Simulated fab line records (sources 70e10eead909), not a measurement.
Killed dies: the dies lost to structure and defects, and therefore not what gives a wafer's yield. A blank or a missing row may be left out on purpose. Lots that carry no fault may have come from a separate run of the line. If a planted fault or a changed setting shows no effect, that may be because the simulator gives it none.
fab line records -- flow nand_harc -- part 1 of 2: steps 1 to 22 of 30
[record] lots = 5, wafers = 15, last_day = 31
route steps=1302 shown A_CONTACT@1071
lots that met no fault: taken from a fault-free run of the same line
start_h: hours from the record's first day to the start of the lot's first wafer shown -- wait_h: hours since the lot's step before -- " unchanged from the row above -- L1.1+2: a single row standing in for several wafers -- - either no value or no given start -- * or withheld: withheld -- < > ~ a bound
route shown NAME@n: names a module that has steps shown in the file, with the first one's number in the route -- usual: mean/standard deviation of fault-free wafers -- same: alike in all rows -- chamber/n: place in a boat -- sites: the reading at each site -- _std_site: how widely they spread, as a standard deviation -- _edge_site: the outer-site mean with the inner-site mean subtracted -- radius_mm: for every site, how far away it sits from the centre of the wafer -- mask NAME#n: copy n -- behind: the most recent tool/chamber to have shaped the wafer -- hold: reason for holding the lot/hours on hold/outcome of the hold -- device: the n, p or np transistor that did not switch -- end of line: the route-end tests of the same wafers -- step lacking rows: just its recipe -- killed: dies lost to structure and defects at the first sort, not the wafer's yield -- map: shows each die of a wafer: x if killed, . if not, _ if none is there
set.NAME: setting as actually run; set.NAME@STEP: the setting as run at that earlier step -- model.NAME: the simulator's own value behind a step, which no gauge read
certain route steps with their lots: each step a table, each wafer a row
services: a tool's chamber out of use, with start hour (start_h, from the record's first day; less than 0 if before it), hours out, and reason
[[steps]]
[step NHARC_A_CONTACT_COAT_87]
[recipe] temp_c = 225, time_s = 65
lot.wafer,tool,chamber,start_h,wait_h
L075.1+2+6,litho_track-06,0,-,-
L074.1+2+5,litho_track-06,0,-,-
L078.2+3+4,litho_track-01,0,-,-
L082.3+5+6,litho_track-06,0,-,-
L090.1+2+6,litho_track-01,0,-,-
[step NHARC_A_CONTACT_COAT_02]
[recipe] spin_rpm = 1500, resist_thk_nm = 90
lot.wafer,tool,chamber,start_h,wait_h
L075.1+2+6,litho_track-06,0,-,-
L074.1+2+5,litho_track-06,0,-,-
L078.2+3+4,litho_track-01,0,-,-
L082.3+5+6,litho_track-06,0,-,-
L090.1+2+6,litho_track-01,0,-,-
[step NHARC_A_CONTACT_SOFTBAKE_03]
[recipe] temp_c = 105, time_s = 55
lot.wafer,tool,chamber,start_h,wait_h
L075.1+2+6,litho_track-06,0,-,-
L074.1+2+5,litho_track-06,0,-,-
L078.2+3+4,litho_track-01,0,-,-
L082.3+5+6,litho_track-06,0,-,-
L090.1+2+6,litho_track-01,0,-,-
[step NHARC_A_CONTACT_EBR_04]
lot.wafer,tool,chamber,start_h,wait_h
L075.1+2+6,litho_track-06,0,-,-
L074.1+2+5,litho_track-06,0,-,-
L078.2+3+4,litho_track-01,0,-,-
L082.3+5+6,litho_track-06,0,-,-
L090.1+2+6,litho_track-01,0,-,-
[step NHARC_A_CONTACT_EXPOSE_05]
[recipe] na = 1.35, sigma_outer = 0.8, dose_mj = 84.24, mask_id = A_CC
[usual] reticle_temp_C = 22.98/0.1
lot.wafer,tool,chamber,start_h,wait_h,mask,reticle_temp_C
L075.1,arfi_scanner-02,0,507.38,-,A_CC#0,23.08
L075.2,arfi_scanner-02,0,507.38,-,A_CC#0,23.10
L075.6,arfi_scanner-02,0,507.38,-,A_CC#0,23.09
L074.1,arfi_scanner-02,0,524.13,-,A_CC#0,23.16
L074.2,arfi_scanner-02,0,524.13,-,A_CC#0,23.02
L074.5,arfi_scanner-02,0,524.13,-,A_CC#0,23.02
L078.2,arfi_scanner-01,0,540.93,-,A_CC#0,22.76
L078.3,arfi_scanner-01,0,540.93,-,A_CC#0,22.94
L078.4,arfi_scanner-01,0,540.93,-,A_CC#0,22.88
L082.3,arfi_scanner-03,0,593.17,-,A_CC#0,22.91
L082.5,arfi_scanner-03,0,593.17,-,A_CC#0,23.04
L082.6,arfi_scanner-03,0,593.17,-,A_CC#0,22.85
L090.1,arfi_scanner-03,0,688.69,-,A_CC#0,23.08
L090.2,arfi_scanner-03,0,688.69,-,A_CC#0,22.98
L090.6,arfi_scanner-03,0,688.69,-,A_CC#0,23.03
[step NHARC_A_CONTACT_PEB_06]
[recipe] peb_temp_c = 100, peb_time_s = 65
lot.wafer,tool,chamber,start_h,wait_h
L075.1+2+6,litho_track-04,0,507.45,0.1
L074.1+2+5,litho_track-04,0,524.20,0.1
L078.2+3+4,litho_track-04,0,540.99,0.1
L082.3+5+6,litho_track-01,0,593.22,0.0
L090.1+2+6,litho_track-04,0,688.75,0.1
[step NHARC_A_CONTACT_DEVELOP_07]
[recipe] develop_time_s = 35, dev_temp_c = 23
lot.wafer,tool,chamber,start_h,wait_h
L075.1+2+6,litho_track-04,0,-,-
L074.1+2+5,litho_track-04,0,-,-
L078.2+3+4,litho_track-04,0,-,-
L082.3+5+6,litho_track-01,0,-,-
L090.1+2+6,litho_track-04,0,-,-
[step NHARC_A_CONTACT_CD_MEAS_08]
[recipe] target_cd_nm = 200, landing_energy_ev = 500
[usual] cd_nm = 200.0/0.45
lot.wafer,tool,chamber,start_h,wait_h,cd_nm
L075.1,cd_sem-03,0,507.52,-,199.7
L075.2,cd_sem-03,0,507.52,-,200.7
L075.6,cd_sem-03,0,507.52,-,200.3
L074.1,cd_sem-01,0,524.27,-,199.6
L074.2,cd_sem-01,0,524.27,-,200.7
L074.5,cd_sem-01,0,524.27,-,199.9
L078.2,cd_sem-02,0,541.07,-,200.6
L078.3,cd_sem-02,0,541.07,-,200.2
L078.4,cd_sem-02,0,541.07,-,200.8
L082.3,cd_sem-01,0,593.30,-,199.6
L082.5,cd_sem-01,0,593.30,-,199.9
L082.6,cd_sem-01,0,593.30,-,200.0
L090.1,cd_sem-03,0,688.83,-,200.4
L090.2,cd_sem-03,0,688.83,-,200.4
L090.6,cd_sem-03,0,688.83,-,200.4
[step NHARC_A_CONTACT_OVL_MEAS_09]
[usual] overlay_x_nm = 0.0/0.79, overlay_y_nm = -0.1/1.1
lot.wafer,tool,chamber,start_h,wait_h,overlay_x_nm,overlay_y_nm
L075.1,overlay-01,-,507.61,-,0.3,-2.3
L075.2,overlay-01,-,507.61,-,0.4,-2.7
L075.6,overlay-01,-,507.61,-,0.0,-3.1
L074.1,overlay-01,-,524.36,-,0.4,-0.9
L074.2,overlay-01,-,524.36,-,0.5,-1.0
L074.5,overlay-01,-,524.36,-,0.4,-0.5
L078.2,overlay-01,-,541.16,-,-0.2,0.0
L078.3,overlay-01,-,541.16,-,-0.6,-0.2
L078.4,overlay-01,-,541.16,-,-0.6,-0.2
L082.3,overlay-02,-,593.39,-,-0.4,1.9
L082.5,overlay-02,-,593.39,-,-0.4,1.7
L082.6,overlay-02,-,593.39,-,-0.3,2.2
L090.1,overlay-02,-,688.91,-,1.3,-0.2
L090.2,overlay-02,-,688.91,-,1.8,0.0
L090.6,overlay-02,-,688.91,-,1.6,0.2
[step NHARC_A_CONTACT_INSPECT_10]
[usual] raw_defect_count = 90/39
lot.wafer,tool,chamber,start_h,wait_h,raw_defect_count
L075.1,defect_inspect-01,-,507.65,0.0,59
L075.2,defect_inspect-01,-,507.65,0.0,75
L075.6,defect_inspect-01,-,507.65,0.0,58
L074.1,defect_inspect-01,-,524.40,0.0,76
L074.2,defect_inspect-01,-,524.40,0.0,91
L074.5,defect_inspect-01,-,524.40,0.0,105
L078.2,defect_inspect-02,-,541.19,0.0,68
L078.3,defect_inspect-02,-,541.19,0.0,62
L078.4,defect_inspect-02,-,541.19,0.0,69
L082.3,defect_inspect-01,-,593.42,0.0,175
L082.5,defect_inspect-01,-,593.42,0.0,164
L082.6,defect_inspect-01,-,593.42,0.0,163
L090.1,defect_inspect-02,-,688.95,0.0,113
L090.2,defect_inspect-02,-,688.95,0.0,115
L090.6,defect_inspect-02,-,688.95,0.0,90
[step NHARC_A_CONTACT_DESCUM_13]
[recipe] time_s = 3, o2_flow_sccm = 200, ar_flow_sccm = 0, bias_power_w = 0, chemistry = O2
[usual] drypump_motor_current_A = 5.8/0.43, oes_product_au = 1.001/0.0069, rf_vpp_V = 57.7/0.88, showerhead_plenum_p_Torr = 1.91/0.086, throttle_valve_pct = 11.311/0.0093
lot.wafer,tool,chamber,start_h,wait_h,drypump_motor_current_A,oes_product_au,rf_hours_counter_h,rf_vpp_V,showerhead_plenum_p_Torr,throttle_valve_pct
L075.1,rie_diel-10,2,507.71,0.1,5.8,0.995,13,57.6,1.94,11.307
L075.2,rie_diel-10,1,507.71,0.1,6.1,0.997,15,57.1,1.77,11.313
L075.6,rie_diel-10,0,507.71,0.1,5.7,0.999,-,56.6,2.01,11.302
L074.1,rie_diel-05,3,524.46,0.1,4.9,1.008,30,57.6,1.82,11.306
L074.2,rie_diel-05,0,524.46,0.1,6.1,1.001,32,58.6,1.90,11.315
L074.5,rie_diel-05,0,524.46,0.1,6.1,1.007,-,56.7,1.90,11.315
L078.4,rie_diel-10,0,541.29,0.1,5.7,1.017,18,59.6,2.01,11.297
L078.2,rie_diel-10,1,541.29,0.1,6.2,1.002,22,56.1,1.77,11.307
L078.3,rie_diel-10,3,541.29,0.1,6.4,1.003,17,58.1,1.92,11.317
L082.3,rie_diel-05,3,593.48,0.1,4.9,1.010,0,56.2,1.81,11.312
L082.5,rie_diel-05,3,593.48,0.1,4.9,1.016,-,58.0,1.81,11.309
L082.6,rie_diel-05,0,593.48,0.1,6.1,1.002,-,56.7,1.89,11.304
L090.1,rie_diel-04,3,689.02,0.1,6.2,1.005,48,58.3,1.91,11.314
L090.2,rie_diel-04,0,689.02,0.1,5.6,1.013,39,57.5,1.81,11.296
L090.6,rie_diel-04,2,689.02,0.1,5.1,0.997,-,56.6,1.78,11.319
[step NHARC_A_CONTACT_ETCH_88]
[recipe] target_depth_a = 390, over_etch_frac = 0.3, time_s = 65, ion_energy_ev = 80, cf4_flow_sccm = 150, ar_flow_sccm = 0, rf_w = 300, bias_w = 100, chemistry = CF4
[usual] drypump_motor_current_A = 5.8/0.43, oes_product_au = 1.000/0.0078, rf_vpp_V = 151.3/1.3, showerhead_plenum_p_Torr = 1.77/0.074, throttle_valve_pct = 13.284/0.0093
lot.wafer,tool,chamber,start_h,wait_h,drypump_motor_current_A,oes_product_au,rf_hours_counter_h,rf_vpp_V,showerhead_plenum_p_Torr,throttle_valve_pct
L075.1,rie_diel-10,2,507.81,0.1,5.8,0.999,13,150.8,1.79,13.288
L075.2,rie_diel-10,0,507.81,0.1,5.7,0.992,13,152.9,1.85,13.279
L075.6,rie_diel-10,1,507.81,0.1,6.2,1.010,-,148.2,1.64,13.280
L074.2,rie_diel-05,3,524.56,0.1,4.8,0.997,30,150.5,1.69,13.295
L074.1,rie_diel-05,0,524.56,0.1,6.1,1.003,32,152.1,1.76,13.286
L074.5,rie_diel-05,2,524.56,0.1,6.3,0.988,-,151.1,1.73,13.295
L078.2,rie_diel-10,3,541.38,0.1,6.4,0.991,17,151.6,1.77,13.300
L078.4,rie_diel-10,0,541.38,0.1,5.7,0.999,18,152.4,1.85,13.272
L078.3,rie_diel-10,1,541.38,0.1,6.2,0.991,22,147.8,1.64,13.288
L082.3,rie_diel-05,0,593.58,0.1,6.1,1.011,0,151.6,1.75,13.270
L082.5,rie_diel-05,3,593.58,0.1,4.9,1.017,-,149.6,1.68,13.270
L082.6,rie_diel-05,0,593.58,0.1,6.1,1.003,-,151.8,1.75,13.290
L090.1,rie_diel-04,2,689.10,0.1,5.1,1.000,48,149.6,1.66,13.275
L090.2,rie_diel-04,1,689.10,0.1,5.9,0.984,47,151.0,1.71,13.279
L090.6,rie_diel-04,2,689.10,0.1,5.1,1.000,-,150.0,1.66,13.274
[step NHARC_A_CONTACT_ETCH_89]
[recipe] target_depth_a = 2600, over_etch_frac = 0.3, time_s = 475.3, ion_energy_ev = 200, n2_flow_sccm = 150, h2_flow_sccm = 150, ar_flow_sccm = 0, rf_w = 400, bias_w = 150, chemistry = N2/H2
[usual] drypump_motor_current_A = 5.9/0.42, h2_flow_sccm = 150.1/0.42, oes_product_au = 1.000/0.0065, rf_vpp_V = 430.6/2.7, showerhead_plenum_p_Torr = 2.04/0.094, throttle_valve_pct = 14.170/0.0081
lot.wafer,tool,chamber,start_h,wait_h,drypump_motor_current_A,h2_flow_sccm,oes_product_au,rf_hours_counter_h,rf_vpp_V,showerhead_plenum_p_Torr,throttle_valve_pct
L075.1,rie_diel-10,2,-,-,5.8,149.9,1.007,13,430.9,2.07,14.184
L075.2,rie_diel-10,0,-,-,5.7,150.2,1.012,13,433.4,2.14,14.148
L075.6,rie_diel-10,2,-,-,5.8,149.5,0.999,-,431.2,2.07,14.166
L074.2,rie_diel-05,2,-,-,6.3,150.2,0.991,30,427.5,1.99,14.160
L074.1,rie_diel-05,3,-,-,4.9,150.9,1.001,30,427.1,1.94,14.163
L074.5,rie_diel-05,2,-,-,6.3,150.3,1.001,-,430.2,1.99,14.174
L078.2,rie_diel-10,2,-,-,5.8,149.9,0.998,21,431.8,2.07,14.174
L078.4,rie_diel-10,3,-,-,6.4,150.4,0.997,17,431.1,2.05,14.179
L078.3,rie_diel-10,0,-,-,5.7,149.9,1.002,18,433.4,2.14,14.172
L082.3,rie_diel-05,3,-,-,4.9,150.1,1.003,0,428.7,1.93,14.166
L082.6,rie_diel-05,3,-,-,4.9,150.1,1.005,-,427.7,1.93,14.179
L082.5,rie_diel-05,0,-,-,6.1,149.9,0.997,-,429.7,2.02,14.165
L090.2,rie_diel-04,0,-,-,5.6,149.7,1.013,40,425.4,1.93,14.177
L090.1,rie_diel-04,1,-,-,5.9,150.9,1.010,48,428.5,1.97,14.179
L090.6,rie_diel-04,2,-,-,5.1,150.0,0.993,-,426.9,1.90,14.176
[step NHARC_A_CONTACT_ETCH_30]
[recipe] target_depth_a = 726, time_s = 36.3, cf4_flow_sccm = 100, chf3_flow_sccm = 30, ar_flow_sccm = 0, rf_w = 500, bias_w = 200, chemistry = CF4/CHF3
[usual] drypump_motor_current_A = 5.8/0.43, oes_product_au = 0.938/0.021, rf_vpp_V = 370.5/2.2, showerhead_plenum_p_Torr = 1.57/0.064, throttle_valve_pct = 16.801/0.0083
lot.wafer,tool,chamber,start_h,wait_h,drypump_motor_current_A,oes_product_au,rf_hours_counter_h,rf_vpp_V,showerhead_plenum_p_Torr,throttle_valve_pct
L075.2,rie_diel-10,0,-,-,5.7,0.963,13,372.2,1.65,16.806
L075.1,rie_diel-10,1,-,-,6.2,0.958,15,368.2,1.46,16.812
L075.6,rie_diel-10,0,-,-,5.7,0.967,-,372.5,1.65,16.792
L074.2,rie_diel-05,3,-,-,4.9,0.923,31,367.5,1.50,16.799
L074.1,rie_diel-05,0,-,-,6.1,0.932,32,370.2,1.56,16.797
L074.5,rie_diel-05,2,-,-,6.2,0.907,-,369.9,1.54,16.808
L078.2,rie_diel-10,1,-,-,6.2,0.914,22,366.4,1.46,16.799
L078.3,rie_diel-10,2,-,-,5.8,0.934,21,370.8,1.59,16.800
L078.4,rie_diel-10,3,-,-,6.4,0.931,18,370.6,1.58,16.802
L082.3,rie_diel-05,2,-,-,6.2,0.977,0,369.4,1.53,16.800
L082.6,rie_diel-05,0,-,-,6.1,0.967,-,369.9,1.56,16.799
L082.5,rie_diel-05,1,-,-,4.8,0.984,-,370.7,1.60,16.811
L090.2,rie_diel-04,2,-,-,5.1,0.916,48,367.9,1.47,16.806
L090.1,rie_diel-04,1,-,-,5.8,0.916,48,369.1,1.52,16.806
L090.6,rie_diel-04,2,-,-,5.1,0.917,-,367.5,1.47,16.791
[step NHARC_A_CONTACT_ETCH_31]
[recipe] target_depth_a = 28000, over_etch_frac = 0.3, time_s = 728, ion_energy_ev = 150, o2_flow_sccm = 400, cos_flow_sccm = 20, ar_flow_sccm = 0, rf_w = 500, bias_w = 300, chemistry = O2/COS
[usual] drypump_motor_current_A = 5.8/0.43, oes_product_au = 1.000/0.0069, rf_vpp_V = 314.1/2.1, showerhead_plenum_p_Torr = 3.12/0.13, throttle_valve_pct = 28.330/0.0085
lot.wafer,tool,chamber,start_h,wait_h,drypump_motor_current_A,oes_product_au,rf_hours_counter_h,rf_vpp_V,showerhead_plenum_p_Torr,throttle_valve_pct
L075.1,rie_diel-10,3,-,-,6.4,1.001,13,315.4,3.14,28.317
L075.2,rie_diel-10,0,-,-,5.7,1.004,13,314.7,3.27,28.327
L075.6,rie_diel-10,2,-,-,5.8,0.997,-,314.6,3.16,28.329
L074.2,rie_diel-05,2,-,-,6.2,0.999,31,313.5,3.05,28.342
L074.1,rie_diel-05,0,-,-,6.1,1.006,32,314.0,3.10,28.327
L074.5,rie_diel-05,3,-,-,4.9,0.998,-,312.4,2.98,28.337
L078.3,rie_diel-10,2,-,-,5.8,1.000,21,316.0,3.16,28.325
L078.2,rie_diel-10,0,-,-,5.7,1.002,18,316.8,3.27,28.334
L078.4,rie_diel-10,1,-,-,6.2,0.996,22,311.9,2.89,28.324
L082.3,rie_diel-05,1,-,-,4.8,0.992,0,315.2,3.17,28.326
L082.5,rie_diel-05,1,-,-,4.8,1.001,-,314.2,3.17,28.314
L082.6,rie_diel-05,2,-,-,6.3,1.000,-,312.7,3.04,28.338
L090.2,rie_diel-04,2,-,-,5.1,1.004,48,310.5,2.92,28.312
L090.1,rie_diel-04,3,-,-,6.2,1.001,48,314.8,3.12,28.338
L090.6,rie_diel-04,2,-,-,5.1,0.998,-,310.9,2.92,28.329
[step NHARC_A_CONTACT_ETCH_134]
[recipe] source_w = withheld, pressure_mtorr = 20, bias_v = withheld, time_s = 140, target_depth_a = 7000, ar_flow_sccm = withheld, c4f8_flow_sccm = withheld, o2_flow_sccm = withheld, chemistry = C4F8/O2/Ar
lot.wafer,tool,chamber,start_h,wait_h,rf_hours_counter_h
L075.2,har_cap_etch-02,0,509.42,-,89
L075.1,har_cap_etch-02,1,509.42,-,89
L075.6,har_cap_etch-02,1,509.42,-,-
L074.1,har_cap_etch-01,0,525.59,-,2
L074.2,har_cap_etch-01,1,525.59,-,2
L074.5,har_cap_etch-01,1,525.59,-,-
L078.2,har_cap_etch-02,1,542.55,-,96
L078.4,har_cap_etch-02,0,542.55,-,-
L078.3,har_cap_etch-02,1,542.55,-,-
L082.3,har_cap_etch-02,0,594.72,-,-
L082.5,har_cap_etch-02,1,594.72,-,-
L082.6,har_cap_etch-02,0,594.72,-,-
L090.2,har_cap_etch-02,0,690.28,-,120
L090.1,har_cap_etch-02,1,690.28,-,120
L090.6,har_cap_etch-02,0,690.28,-,-
[step NHARC_A_CONTACT_ETCH_135]
[recipe] source_w = withheld, pressure_mtorr = 20, bias_v = 1200, time_s = 311, target_depth_a = 19120, ar_flow_sccm = withheld, c4f8_flow_sccm = withheld, o2_flow_sccm = withheld, chemistry = C4F8/O2/Ar
lot.wafer,tool,chamber,start_h,wait_h,rf_hours_counter_h
L075.2,har_cap_etch-02,0,509.62,0.2,89
L075.1,har_cap_etch-02,1,509.62,0.2,89
L075.6,har_cap_etch-02,1,509.62,0.2,-
L074.1,har_cap_etch-01,0,525.79,0.2,2
L074.2,har_cap_etch-01,1,525.79,0.2,2
L074.5,har_cap_etch-01,1,525.79,0.2,-
L078.2,har_cap_etch-02,1,542.76,0.2,96
L078.4,har_cap_etch-02,0,542.76,0.2,-
L078.3,har_cap_etch-02,1,542.76,0.2,-
L082.3,har_cap_etch-02,0,594.95,0.2,-
L082.5,har_cap_etch-02,1,594.95,0.2,-
L082.6,har_cap_etch-02,0,594.95,0.2,-
L090.2,har_cap_etch-02,0,690.54,0.2,120
L090.1,har_cap_etch-02,1,690.54,0.2,120
L090.6,har_cap_etch-02,0,690.54,0.2,-
[step NHARC_A_CONTACT_ETCH_136]
[recipe] source_w = withheld, pressure_mtorr = 20, bias_v = 1200, time_s = 311, target_depth_a = 19120, ar_flow_sccm = withheld, c4f8_flow_sccm = withheld, o2_flow_sccm = withheld, chemistry = C4F8/O2/Ar
lot.wafer,tool,chamber,start_h,wait_h,rf_hours_counter_h
L075.2,har_cap_etch-02,0,509.89,0.2,89
L075.1,har_cap_etch-02,1,509.89,0.2,89
L075.6,har_cap_etch-02,1,509.89,0.2,-
L074.1,har_cap_etch-01,0,526.06,0.2,3
L074.2,har_cap_etch-01,1,526.06,0.2,3
L074.5,har_cap_etch-01,1,526.06,0.2,-
L078.2,har_cap_etch-02,1,543.04,0.2,97
L078.4,har_cap_etch-02,0,543.04,0.2,-
L078.3,har_cap_etch-02,1,543.04,0.2,-
L082.3,har_cap_etch-02,0,595.22,0.2,-
L082.5,har_cap_etch-02,1,595.22,0.2,-
L082.6,har_cap_etch-02,0,595.22,0.2,-
L090.2,har_cap_etch-02,0,690.90,0.3,120
L090.1,har_cap_etch-02,1,690.90,0.3,120
L090.6,har_cap_etch-02,0,690.90,0.3,-
[step NHARC_A_CONTACT_ETCH_137]
[recipe] source_w = withheld, pressure_mtorr = 20, bias_v = 1200, time_s = 311, target_depth_a = 19120, ar_flow_sccm = withheld, c4f8_flow_sccm = withheld, o2_flow_sccm = withheld, chemistry = C4F8/O2/Ar
lot.wafer,tool,chamber,start_h,wait_h,rf_hours_counter_h
L075.2,har_cap_etch-02,0,510.17,0.2,90
L075.1,har_cap_etch-02,1,510.17,0.2,90
L075.6,har_cap_etch-02,1,510.17,0.2,-
L074.1,har_cap_etch-01,0,526.33,0.2,3
L074.2,har_cap_etch-01,1,526.33,0.2,3
L074.5,har_cap_etch-01,1,526.33,0.2,-
L078.2,har_cap_etch-02,1,543.31,0.2,97
L078.4,har_cap_etch-02,0,543.31,0.2,-
L078.3,har_cap_etch-02,1,543.31,0.2,-
L082.3,har_cap_etch-02,0,595.50,0.2,-
L082.5,har_cap_etch-02,1,595.50,0.2,-
L082.6,har_cap_etch-02,0,595.50,0.2,-
L090.2,har_cap_etch-02,0,691.26,0.3,121
L090.1,har_cap_etch-02,1,691.26,0.3,121
L090.6,har_cap_etch-02,0,691.26,0.3,-
[step NHARC_A_CONTACT_ETCH_138]
[recipe] source_w = withheld, pressure_mtorr = 20, bias_v = 1200, time_s = 311, target_depth_a = 19140, ar_flow_sccm = withheld, c4f8_flow_sccm = withheld, o2_flow_sccm = withheld, chemistry = C4F8/O2/Ar
lot.wafer,tool,chamber,start_h,wait_h,rf_hours_counter_h
L075.2,har_cap_etch-02,0,510.44,0.2,90
L075.1,har_cap_etch-02,1,510.44,0.2,90
L075.6,har_cap_etch-02,1,510.44,0.2,-
L074.1,har_cap_etch-01,0,526.61,0.2,3
L074.2,har_cap_etch-01,1,526.61,0.2,3
L074.5,har_cap_etch-01,1,526.61,0.2,-
L078.2,har_cap_etch-02,1,543.59,0.2,97
L078.4,har_cap_etch-02,0,543.59,0.2,-
L078.3,har_cap_etch-02,1,543.59,0.2,-
L082.3,har_cap_etch-02,0,595.77,0.2,-
L082.5,har_cap_etch-02,1,595.77,0.2,-
L082.6,har_cap_etch-02,0,595.77,0.2,-
L090.2,har_cap_etch-02,0,691.63,0.3,121
L090.1,har_cap_etch-02,1,691.63,0.3,121
L090.6,har_cap_etch-02,0,691.63,0.3,-
[step NHARC_A_CONTACT_ETCH_139]
[recipe] source_w = withheld, pressure_mtorr = 20, bias_v = 400, time_s = 195, target_depth_a = 8400, ar_flow_sccm = withheld, c4f8_flow_sccm = 11.5, o2_flow_sccm = 7.2, chemistry = C4F8/O2/Ar
lot.wafer,tool,chamber,start_h,wait_h,rf_hours_counter_h
L075.2,har_cap_etch-02,0,510.71,0.2,90
L075.1,har_cap_etch-02,1,510.71,0.2,90
L075.6,har_cap_etch-02,1,510.71,0.2,-
L074.1,har_cap_etch-01,0,526.88,0.2,3
L074.2,har_cap_etch-01,1,526.88,0.2,3
L074.5,har_cap_etch-01,1,526.88,0.2,-
L078.2,har_cap_etch-02,1,543.86,0.2,97
L078.4,har_cap_etch-02,0,543.86,0.2,-
L078.3,har_cap_etch-02,1,543.86,0.2,-
L082.3,har_cap_etch-02,0,596.05,0.2,-
L082.5,har_cap_etch-02,1,596.05,0.2,-
L082.6,har_cap_etch-02,0,596.05,0.2,-
L090.2,har_cap_etch-02,0,691.99,0.3,121
L090.1,har_cap_etch-02,1,691.99,0.3,121
L090.6,har_cap_etch-02,0,691.99,0.3,-
[step NHARC_A_CONTACT_ETCH_92]
[recipe] target_depth_a = 400, over_etch_frac = 0.5, time_s = 85.7, ion_energy_ev = 120, ch3f_flow_sccm = 50, o2_flow_sccm = 30, ar_flow_sccm = 200, rf_w = 500, bias_w = 100, chemistry = CH3F/O2
[usual] drypump_motor_current_A = 5.9/0.34, oes_product_au = 0.932/0.022, rf_vpp_V = 244.7/1.6, showerhead_plenum_p_Torr = 2.48/0.11, throttle_valve_pct = 20.663/0.0089
lot.wafer,tool,chamber,start_h,wait_h,drypump_motor_current_A,oes_product_au,rf_hours_counter_h,rf_vpp_V,showerhead_plenum_p_Torr,throttle_valve_pct
L075.2,rie_diel-10,0,511.34,0.6,5.8,0.937,13,245.3,2.58,20.670
L075.1,rie_diel-10,3,511.34,0.6,6.4,0.928,13,245.5,2.47,20.669
L075.6,rie_diel-10,1,511.34,0.6,6.2,0.928,-,240.8,2.28,20.662
L074.1,rie_diel-10,2,527.45,0.5,5.8,0.924,19,247.5,2.49,20.668
L074.2,rie_diel-10,3,527.45,0.5,6.4,0.911,16,244.5,2.47,20.661
L074.5,rie_diel-10,1,527.45,0.5,6.2,0.918,-,241.7,2.28,20.672
L078.2,rie_diel-10,3,544.38,0.5,6.4,0.919,18,244.5,2.47,20.661
L078.3,rie_diel-10,1,544.38,0.5,6.1,0.928,23,242.1,2.28,20.666
L078.4,rie_diel-10,2,544.38,0.5,5.8,0.926,21,245.9,2.49,20.660
L082.3,rie_diel-10,2,596.48,0.4,5.8,0.917,28,243.9,2.49,20.658
L082.5,rie_diel-10,1,596.48,0.4,6.1,0.935,-,242.5,2.27,20.671
L082.6,rie_diel-10,2,596.48,0.4,5.8,0.931,-,245.1,2.49,20.675
L090.1,rie_diel-10,3,692.67,0.6,6.4,0.994,14,242.3,2.46,20.658
L090.2,rie_diel-10,0,692.67,0.6,5.7,0.996,14,245.3,2.57,20.663
L090.6,rie_diel-10,2,692.67,0.6,5.8,0.988,-,243.9,2.48,20.664
